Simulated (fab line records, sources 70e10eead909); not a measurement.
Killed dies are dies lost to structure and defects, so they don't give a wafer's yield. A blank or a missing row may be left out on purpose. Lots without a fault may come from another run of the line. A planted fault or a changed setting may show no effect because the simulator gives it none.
A struck lot beside a sound one | flow nand_harc | 15 steps out of a route of 1302
Sound: wafers L675.3, L675.4, L675.5. Struck: wafers L682.2, L682.4, L682.6. The cause comes at the end.
At each step with rows: each side's tool, then ch and its chambers, then its first start. Under that, the readings that differ: sound wafers | struck wafers | difference of the means | sigmas: that difference in standard deviations of wafers without a fault.
alike: readings whose means differ by less than 2 such deviations, and words and numbers that are the same on both sides. not compared: withheld readings, readings that some wafer has no value for, bounds like >300 that may hide the same value, and numbers for which the record gives no deviation and whose values overlap.
The two part at a step that has a row with sigmas, a row that says differs or no value, or rows on one side only. Numbers that don't overlap but have no deviation are shown without sigmas and don't part them. A reading that every wafer of one side lacks parts them only if that side has two wafers or more.

first, 4 steps without rows for these wafers: NHARC_A_ZERO_WELL_STRIP_14 (strips in SPM, time 900 s); NHARC_A_ZERO_WELL_IMPLANT_15; NHARC_A_ZERO_WELL_PRECLEAN_22 (cleans in SC1, time 60 s); NHARC_A_ZERO_WELL_SRD_23.
NHARC_A_ZERO_WELL_RTA_16: time 10 s.
  sound on rtp_anneal-02 ch 0, day 7 03:42; struck on rtp_anneal-02 ch 0, day 10 06:32
  alike: lamp_power_pct, lamp_zone_7_pct, wafer_temp_C_max
NHARC_A_ZERO_WELL_INSPECT_17:
  sound on defect_inspect-01, day 7 03:52; struck on defect_inspect-02, day 10 06:43
  alike: raw_defect_count
then, 3 steps without rows for these wafers: NHARC_A_SOURCE_PLATE_PRECLEAN_00 (cleans in HF-LAST, time 60 s); NHARC_A_SOURCE_PLATE_SRD_01; NHARC_A_SOURCE_PLATE_OXIDE_02 (material SiO2, target thk 10 nm, ox time 1362 s).
NHARC_A_SOURCE_PLATE_THK_MEAS_09: measures by ellipsometry.
  sound on film_metro-01, day 7 09:09; struck on film_metro-02, day 10 14:02
  alike: thk_nm
then, 1 step without rows for these wafers: NHARC_A_SOURCE_PLATE_PVD_04 (deposits WSi2, target thk 50 nm).
NHARC_A_SOURCE_PLATE_CVD_03: deposits poly-Si, target thk 200 nm, time 4000 s.
  sound on lpcvd_poly-01 ch 0, day 7 11:44; struck on lpcvd_poly-03, day 10 16:32
  no value came back on the struck wafers for pressure_mtorr (mTorr), run_length_s (s); on the sound wafers pressure_mtorr (mTorr) reads 200.0 200.3 200.5
then, 1 step without rows for these wafers: NHARC_A_SOURCE_PLATE_ANNEAL_05 (time 1800 s).
NHARC_A_SOURCE_PLATE_THK_MEAS_06: measures by ellipsometry.
  sound on film_metro-02, day 7 22:09; struck on film_metro-01, day 11 02:50
  reading     | sound             | struck         | difference | sigmas
  thk_nm (nm) | 197.5 198.9 197.1 | 51.7 51.9 50.8 | -146.4     | -77
-- the record jumps here: 17 days lie between the struck wafers' starts before and after (it left off in module A_SOURCE_PLATE and takes up again in module END, whose first step shown is number 1302 of the route) --
NHARC_END_SORT_01:
  the record has rows for the struck wafers here (prober-01 ch 0, day 27 22:50) and none for the sound ones

WHERE THEY PART
First at NHARC_A_SOURCE_PLATE_CVD_03; last, within this record, at NHARC_END_SORT_01.

WHY: what the simulator had put in
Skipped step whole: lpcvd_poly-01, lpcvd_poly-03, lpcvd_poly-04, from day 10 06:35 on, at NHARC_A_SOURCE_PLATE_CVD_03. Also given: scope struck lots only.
